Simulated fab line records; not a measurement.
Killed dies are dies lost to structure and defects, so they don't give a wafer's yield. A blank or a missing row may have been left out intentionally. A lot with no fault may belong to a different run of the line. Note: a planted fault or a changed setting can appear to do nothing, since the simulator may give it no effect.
fab line records + flow n5Finfet
[record]
- lots = 11
- wafers = 33
- lastDay = 19
route steps=1938 shown MOL_CONTACT_COAG@527
lots that met no fault: from a run of the same line without faults
startH: hours from the record's opening day to when the first of the lot's shown wafers began + waitH: hours from the lot's prior step to this one + " identical to the entry in the row above + L1.1+2: a single row standing in for several wafers + - no value present, or no start provided + * or withheld: withheld + < > ~ a bound
route shown NAME@n: a module of which the file shows steps, and the number in the route of the first + usual: average and standard deviation across the fault-free wafers + same: alike in all rows + chamber/n: place in a boat + sites: per-site readings + _std_site: standard deviation of those values + _edge_site: outer sites' mean less inner sites' + radiusMm: how far each site lies from the wafer's centre + mask NAME#n: copy n + behind: the most recent tool/chamber to have shaped the wafer + hold: the reason the lot was held/the length of the hold in hours/how it ended + device: which transistor (n, p or np) failed to switch + end of line: tests run on the same wafers once the route is complete + for a step that has no rows: nothing shown but its recipe + killed: the dies lost at the first sort to structure and to defects; this is not the yield of the wafer + map: dies across one wafer; x = killed, . = not, _ = none there
set.NAME: the run value of the setting; set.NAME@STEP: its run value at that earlier step + model.NAME: the simulator's own value behind a step, which no gauge read
the route's steps for a sample of lots (tables are steps, rows are wafers)
services: from which hour (startH, from the record's first day; less than 0 if before it) a tool's chamber was out of use, for how many hours, and why
[[steps]]
[step N5_MOL_CONTACT_COAG_OVL_MEAS_09]
[recipe]
- pointsPerWafer = 522
[usual]
- CA_OVL = 0.3/0.69
| lot.wafer | tool       | chamber | startH | waitH | CA_OVL[nm] |
|-----------|------------|---------|--------|-------|------------|
| L215.3    | overlay-01 | 0       | 87.69  | 0.0   | -1.1       |
| L215.4    | "          | 0       | "      | "     | -1.0       |
| L215.5    | "          | 0       | "      | "     | -0.4       |
| L216.2    | overlay-02 | 0       | 97.22  | 0.0   | 0.7        |
| L216.4    | "          | 0       | "      | "     | 0.4        |
| L216.6    | "          | 0       | "      | "     | 1.1        |
| L218.1    | overlay-01 | 0       | 109.99 | 0.0   | 1.3        |
| L218.2    | "          | 0       | "      | "     | 1.4        |
| L218.5    | "          | 0       | "      | "     | 0.9        |
| L220.1    | overlay-01 | 0       | 120.70 | 0.0   | -0.5       |
| L220.2    | "          | 0       | "      | "     | 0.4        |
| L220.6    | "          | 0       | "      | "     | -0.9       |
| L222.1    | overlay-01 | 0       | 142.64 | 11.1  | 0.5        |
| L222.3    | "          | 0       | "      | "     | 0.9        |
| L222.4    | "          | 0       | "      | "     | 0.3        |
| L223.3    | overlay-01 | 0       | 142.88 | 8.6   | 0.1        |
| L223.5    | "          | 0       | "      | "     | 0.6        |
| L223.6    | "          | 0       | "      | "     | 0.9        |
| L225.3    | overlay-01 | 0       | 161.74 | 0.0   | 1.4        |
| L225.5    | "          | 0       | "      | "     | 0.4        |
| L225.6    | "          | 0       | "      | "     | 0.4        |
| L233.2    | overlay-02 | 0       | 205.50 | 0.0   | 0.7        |
| L233.3    | "          | 0       | "      | "     | 0.0        |
| L233.4    | "          | 0       | "      | "     | 1.1        |
| L234.3    | overlay-02 | 0       | 216.01 | 0.0   | 0.1        |
| L234.5    | "          | 0       | "      | "     | -0.1       |
| L234.6    | "          | 0       | "      | "     | 0.3        |
| L238.1    | overlay-02 | 0       | 227.24 | 0.0   | 1.4        |
| L238.2    | "          | 0       | "      | "     | -0.7       |
| L238.6    | "          | 0       | "      | "     | 0.6        |
| L237.1    | overlay-02 | 0       | 231.50 | 0.0   | 1.0        |
| L237.3    | "          | 0       | "      | "     | -0.4       |
| L237.6    | "          | 0       | "      | "     | -0.5       |
[step N5_MOL_CONTACT_COAG_ETCH_106]
[recipe]
- chemistry = N2/H2
- target = SOC
- targetDepthA = 800
- overetchA = 160
- maskMaterial = SiARC
- tempC = 40
- timeS = 120
- ionEnergyEv = 200
- pressureMtorr = 30
- sourceW = 840
- biasW = 150
- n2FlowSccm = 200
- h2FlowSccm = 200
[usual]
- drypumpMotorCurrentA = 5.8/0.42
- oesProductAu = 0.67/0.056
- rfVppV = 524.3/1.6
- showerheadPlenumPTorr = 2.56/0.051
- throttleValvePct = 17.79/0.2
| lot.wafer | tool       | chamber | startH | waitH | drypumpMotorCurrentA | oesProductAu | rfHoursCounterH | rfVppV | showerheadPlenumPTorr | throttleValvePct |
|-----------|------------|---------|--------|-------|----------------------|--------------|-----------------|--------|-----------------------|------------------|
| L215.3    | rieDiel-05 | 0       | 87.86  | 0.0   | 6.1                  | 0.69         | 101             | 524.9  | 2.56                  | 17.78            |
| L215.4    | "          | 3       | "      | "     | 5.5                  | 0.68         | 141             | 526.5  | 2.66                  | 17.72            |
| L215.5    | "          | 2       | "      | "     | 5.7                  | 0.67         | -               | 521.2  | 2.53                  | 17.61            |
| L216.2    | rieDiel-05 | 1       | 97.39  | 0.0   | 6.3                  | 0.81         | 16              | 522.7  | 2.49                  | 17.36            |
| L216.4    | "          | 3       | "      | "     | 5.5                  | 0.68         | 144             | 529.0  | 2.66                  | 17.73            |
| L216.6    | "          | 0       | "      | "     | 6.2                  | 0.69         | -               | 525.1  | 2.56                  | 17.78            |
| L218.1    | rieDiel-02 | 3       | 110.17 | 0.0   | 5.8                  | 0.64         | 206             | 525.0  | 2.63                  | 18.02            |
| L218.2    | "          | 2       | "      | "     | 4.9                  | 0.67         | 138             | 524.5  | 2.55                  | 18.08            |
| L218.5    | "          | 1       | "      | "     | 5.7                  | 0.67         | -               | 524.5  | 2.55                  | 17.90            |
| L220.1    | rieDiel-05 | 3       | 120.92 | 0.0   | 5.5                  | 0.68         | 150             | 526.6  | 2.65                  | 17.74            |
| L220.2    | "          | 2       | "      | "     | 5.7                  | 0.66         | 180             | 524.5  | 2.53                  | 17.63            |
| L220.6    | "          | 1       | "      | "     | 6.3                  | 0.79         | -               | 522.7  | 2.49                  | 17.38            |
| L222.1    | rieDiel-02 | 1       | 143.10 | 0.0   | 5.7                  | 0.67         | 158             | 521.0  | 2.55                  | 17.92            |
| L222.3    | "          | 3       | "      | "     | 5.8                  | 0.64         | 212             | 525.6  | 2.62                  | 18.04            |
| L222.4    | "          | 0       | "      | "     | 6.2                  | 0.78         | 44              | 524.8  | 2.58                  | 17.66            |
| L223.3    | rieDiel-02 | 0       | 145.00 | 0.0   | 6.2                  | 0.78         | 45              | 525.7  | 2.58                  | 17.65            |
| L223.5    | "          | 0       | "      | "     | 6.2                  | 0.79         | -               | 525.5  | 2.58                  | 17.65            |
| L223.6    | "          | 1       | "      | "     | 5.7                  | 0.67         | -               | 524.2  | 2.55                  | 17.91            |
| L225.3    | rieDiel-05 | 3       | 162.13 | 0.0   | 5.5                  | 0.66         | 162             | 527.4  | 2.65                  | 17.76            |
| L225.5    | "          | 1       | "      | "     | 6.4                  | 0.77         | -               | 522.4  | 2.48                  | 17.39            |
| L225.6    | "          | 2       | "      | "     | 5.7                  | 0.65         | -               | 522.5  | 2.52                  | 17.63            |
| L233.2    | rieDiel-05 | 3       | 205.67 | 0.0   | 5.5                  | 0.66         | 177             | 527.0  | 2.64                  | 17.79            |
| L233.3    | "          | 2       | "      | "     | 5.7                  | 0.64         | 207             | 525.0  | 2.52                  | 17.66            |
| L233.4    | "          | 0       | "      | "     | 6.1                  | 0.67         | 140             | 523.8  | 2.55                  | 17.84            |
| L234.3    | rieDiel-04 | 3       | 216.19 | 0.0   | 5.3                  | 0.61         | 229             | 526.9  | 2.61                  | 18.04            |
| L234.5    | "          | 0       | "      | "     | 6.0                  | 0.60         | -               | 522.9  | 2.51                  | 17.82            |
| L234.6    | "          | 1       | "      | "     | 5.3                  | 0.62         | -               | 524.8  | 2.62                  | 17.83            |
| L238.1    | rieDiel-05 | 2       | 227.96 | 0.0   | 5.7                  | 0.64         | 216             | 522.4  | 2.51                  | 17.67            |
| L238.2    | "          | 0       | "      | "     | 6.1                  | 0.65         | 149             | 524.8  | 2.54                  | 17.88            |
| L238.6    | "          | 3       | "      | "     | 5.5                  | 0.66         | -               | 525.7  | 2.64                  | 17.80            |
| L237.1    | rieDiel-05 | 3       | 231.86 | 0.0   | 5.5                  | 0.65         | 188             | 525.9  | 2.64                  | 17.81            |
| L237.3    | "          | 1       | "      | "     | 6.3                  | 0.74         | 60              | 521.0  | 2.47                  | 17.44            |
| L237.6    | "          | 2       | "      | "     | 5.7                  | 0.63         | -               | 524.0  | 2.51                  | 17.68            |
[step N5_MOL_CONTACT_COAG_ALD_20]
[recipe]
- material = TiN
- targetThkA = 15
- tempC = 400
- aldPrecursorFamily = TiCl4
- aldCoReactant = NH3
- pulseTimeS = 1
- purgeTimeS = 3
- coReactantPurgeTimeS = 2
- coReactantPulseTimeS = 2
- aldCycles = 68
- pressureTorr = 3
[usual]
- chamberPressureTorr = 3.000/0.0062
- coReactantPulseTimeS = 2/0
- heaterPowerW = 926/98
- precursorPulseHeightRel = 1.000/0.019
[same]
- coReactantPurgeTimeS = 2
- pulseTimeS = 1
- purgeTimeS = 3
| lot.wafer | tool        | chamber | startH | waitH | chamberPressureTorr | coReactantPulseTimeS | heaterPowerW | precursorPulseHeightRel |
|-----------|-------------|---------|--------|-------|---------------------|----------------------|--------------|-------------------------|
| L215.3    | aldMetal-03 | 2       | 90.32  | 0.1   | 3.001               | 2                    | 909          | 0.970                   |
| L215.4    | "           | 1       | "      | "     | 3.000               | 2                    | 795          | 0.972                   |
| L215.5    | "           | 1       | "      | "     | 2.992               | 2                    | 808          | 0.987                   |
| L216.2    | aldMetal-04 | 3       | 100.39 | 0.1   | 3.008               | 2                    | 1017         | 0.987                   |
| L216.4    | "           | 0       | "      | "     | 2.998               | 2                    | 1107         | 1.010                   |
| L216.6    | "           | 1       | "      | "     | 3.003               | 2                    | 949          | 0.983                   |
| L218.1    | aldMetal-04 | 1       | 111.10 | 0.1   | 3.010               | 2                    | 936          | 1.010                   |
| L218.2    | "           | 3       | "      | "     | 3.000               | 2                    | 1024         | 0.996                   |
| L218.5    | "           | 3       | "      | "     | 3.005               | 2                    | 989          | 1.008                   |
| L220.1    | aldMetal-03 | 1       | 121.86 | 0.1   | 3.007               | 2                    | 808          | 1.008                   |
| L220.2    | "           | 0       | "      | "     | 3.000               | 2                    | 893          | 0.979                   |
| L220.6    | "           | 1       | "      | "     | 2.998               | 2                    | 787          | 0.984                   |
| L222.1    | aldMetal-02 | 2       | 143.99 | 0.1   | 2.992               | 2                    | 869          | 0.995                   |
| L222.3    | "           | 3       | "      | "     | 2.992               | 2                    | 965          | 0.975                   |
| L222.4    | "           | 0       | "      | "     | 3.004               | 2                    | 918          | 1.010                   |
| L223.3    | aldMetal-04 | 2       | 145.89 | 0.1   | 2.995               | 2                    | 741          | 0.995                   |
| L223.5    | "           | 1       | "      | "     | 3.000               | 2                    | 934          | 0.968                   |
| L223.6    | "           | 0       | "      | "     | 3.001               | 2                    | 1103         | 0.984                   |
| L225.3    | aldMetal-02 | 1       | 163.02 | 0.1   | 2.984               | 2                    | 909          | 0.980                   |
| L225.5    | "           | 0       | "      | "     | 2.997               | 2                    | 909          | 0.994                   |
| L225.6    | "           | 3       | "      | "     | 2.995               | 2                    | 939          | 0.964                   |
| L233.2    | aldMetal-03 | 3       | 206.96 | 0.1   | 2.988               | 2.4469               | 932          | 1.003                   |
| L233.3    | "           | 0       | "      | "     | 3.005               | 2.4469               | 892          | 1.018                   |
| L233.4    | "           | 1       | "      | "     | 2.998               | 2.4469               | 783          | 1.020                   |
| L234.3    | aldMetal-03 | 1       | 217.09 | 0.1   | 3.000               | 2.4469               | 795          | 0.998                   |
| L234.5    | "           | 3       | "      | "     | 3.001               | 2.4469               | 926          | 1.011                   |
| L234.6    | "           | 2       | "      | "     | 2.997               | 2.4469               | 915          | 1.020                   |
| L238.1    | aldMetal-04 | 3       | 228.89 | 0.1   | 2.993               | 2                    | 1034         | 0.991                   |
| L238.2    | "           | 1       | "      | "     | 3.002               | 2                    | 920          | 0.979                   |
| L238.6    | "           | 1       | "      | "     | 3.003               | 2                    | 920          | 1.005                   |
| L237.1    | aldMetal-04 | 0       | 233.56 | 0.1   | 3.003               | 2                    | 1094         | 0.968                   |
| L237.3    | "           | 2       | "      | "     | 3.004               | 2                    | 760          | 0.984                   |
| L237.6    | "           | 0       | "      | "     | 3.003               | 2                    | 1079         | 0.992                   |
[step N5_MOL_CONTACT_COAG_ANNEAL_113]
[recipe]
- tempC = 400
- timeS = 300
- ambient = H2/N2
[usual]
- annealTempC = 399.99/0.21
- lampPowerPct = 2.91/0.053
- lamp_zone_1_pct = 2.91/0.053
- wafer_temp_C_max = 401.7/0.39
| lot.wafer | tool         | chamber | startH | waitH | annealTempC | lampPowerPct | lamp_zone_1_pct | wafer_temp_C_max |
|-----------|--------------|---------|--------|-------|-------------|--------------|-----------------|------------------|
| L215.3    | rtpAnneal-01 | 0       | 92.85  | 0.6   | 400.00      | 2.95         | 2.96            | 401.2            |
| L215.4    | "            | 0       | "      | "     | 400.05      | 2.96         | 2.96            | 402.1            |
| L215.5    | "            | 0       | "      | "     | 400.28      | 2.96         | 2.95            | 401.8            |
| L216.2    | rtpAnneal-01 | 0       | 102.48 | 0.5   | 399.93      | 2.96         | 2.96            | 402.3            |
| L216.4    | "            | 0       | "      | "     | 400.13      | 2.95         | 2.95            | 401.5            |
| L216.6    | "            | 0       | "      | "     | 399.97      | 2.96         | 2.96            | 402.1            |
| L218.1    | rtpAnneal-02 | 0       | 113.90 | 0.4   | 400.15      | 2.86         | 2.85            | 401.5            |
| L218.2    | "            | 0       | "      | "     | 400.10      | 2.85         | 2.85            | 401.4            |
| L218.5    | "            | 0       | "      | "     | 399.94      | 2.85         | 2.85            | 401.9            |
| L220.1    | rtpAnneal-01 | 0       | 126.28 | 0.3   | 400.15      | 2.96         | 2.95            | 401.9            |
| L220.2    | "            | 0       | "      | "     | 399.83      | 2.96         | 2.96            | 401.7            |
| L220.6    | "            | 0       | "      | "     | 400.47      | 2.96         | 2.95            | 401.4            |
| L222.1    | rtpAnneal-02 | 0       | 145.37 | 0.3   | 400.24      | 2.85         | 2.85            | 402.0            |
| L222.3    | "            | 0       | "      | "     | 399.95      | 2.85         | 2.85            | 403.1            |
| L222.4    | "            | 0       | "      | "     | 399.94      | 2.85         | 2.85            | 401.5            |
| L223.3    | rtpAnneal-01 | 0       | 147.57 | 0.6   | 400.09      | 2.95         | 2.95            | 401.5            |
| L223.5    | "            | 0       | "      | "     | 399.95      | 2.95         | 2.96            | 401.2            |
| L223.6    | "            | 0       | "      | "     | 400.16      | 2.95         | 2.96            | 402.0            |
| L225.3    | rtpAnneal-01 | 0       | 166.81 | 0.7   | 400.28      | 2.95         | 2.96            | 401.7            |
| L225.5    | "            | 0       | "      | "     | 400.26      | 2.95         | 2.95            | 401.4            |
| L225.6    | "            | 0       | "      | "     | 400.43      | 2.96         | 2.96            | 401.9            |
| L233.2    | rtpAnneal-01 | 0       | 210.63 | 0.5   | 400.06      | 2.96         | 2.95            | 401.3            |
| L233.3    | "            | 0       | "      | "     | 399.35      | 2.96         | 2.96            | 401.8            |
| L233.4    | "            | 0       | "      | "     | 399.92      | 2.96         | 2.95            | 401.4            |
| L234.3    | rtpAnneal-02 | 0       | 220.69 | 0.6   | 400.00      | 2.85         | 2.85            | 402.3            |
| L234.5    | "            | 0       | "      | "     | 399.91      | 2.85         | 2.85            | 402.6            |
| L234.6    | "            | 0       | "      | "     | 399.76      | 2.85         | 2.85            | 402.0            |
| L238.1    | rtpAnneal-02 | 0       | 231.23 | 0.4   | 399.79      | 2.85         | 2.85            | 402.0            |
| L238.2    | "            | 0       | "      | "     | 399.60      | 2.85         | 2.85            | 401.4            |
| L238.6    | "            | 0       | "      | "     | 399.89      | 2.85         | 2.85            | 401.6            |
| L237.1    | rtpAnneal-01 | 0       | 235.61 | 0.5   | 400.11      | 2.96         | 2.95            | 402.1            |
| L237.3    | "            | 0       | "      | "     | 400.00      | 2.96         | 2.95            | 400.9            |
| L237.6    | "            | 0       | "      | "     | 400.20      | 2.95         | 2.96            | 401.1            |
[[services]]
| tool        | chamber | startH | hours | kind   |
|-------------|---------|--------|-------|--------|
| rieDiel-02  | -       | 71.96  | 1.9   | repair |
| rieDiel-02  | -       | 91.19  | 4.7   | repair |
| aldMetal-04 | 2       | 96.85  | 29.0  | repair |
| aldMetal-03 | -       | 134.16 | 8.7   | pm     |
| rieDiel-04  | 1       | 137.43 | 26.9  | repair |
| rieDiel-04  | -       | 140.31 | 15.6  | pm     |
| aldMetal-04 | 2       | 175.75 | 5.2   | repair |
| aldMetal-04 | -       | 187.25 | 6.0   | pm     |
| rieDiel-02  | -       | 187.57 | 0.5   | repair |
| aldMetal-02 | -       | 198.58 | 0.5   | repair |
| aldMetal-02 | 2       | 200.19 | 24.2  | repair |
| rieDiel-05  | 1       | 217.15 | 4.6   | repair |
| rieDiel-02  | 1       | 217.15 | 5.2   | repair |
| rieDiel-04  | 3       | 230.56 | 7.6   | repair |
| aldMetal-04 | -       | 235.58 | 8.7   | pm     |
[[key]]
[firstSign]
- step = N5_MOL_CONTACT_COAG_ALD_20
- reading = coReactantPulseTimeS
- direction = up
- sigmas = 99+
- usual = *
- struck = *
effect none on later readings
metAt N5_MOL_CONTACT_COAG_ALD_20
struckLots L233,L234
testerLeftOut L233,L234
notActingAt N5_MOL_CONTACT_COAG_OVL_MEAS_09,N5_MOL_CONTACT_COAG_ETCH_106,N5_MOL_CONTACT_COAG_ANNEAL_113
onsetBetween 121.86 206.96
[fault]
- kind = processParameterDrift
- tool = aldMetal-03
- chamber = -
- onsetH = 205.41
- steps = N5_MOL_CONTACT_COAG_ALD_20
- channel = coReactantPulseTimeS
- offset = *
- shape = step
- endH = 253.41
- actsIn = *
- stated = *
// testerLeftOut: of these lots the tester's yield and bins aren't shown, on N5 and GAA mostly nor the transistor test; their killed dies are dies lost to structure and defects alone, not to doping, threshold or leakage, so they don't give the yield
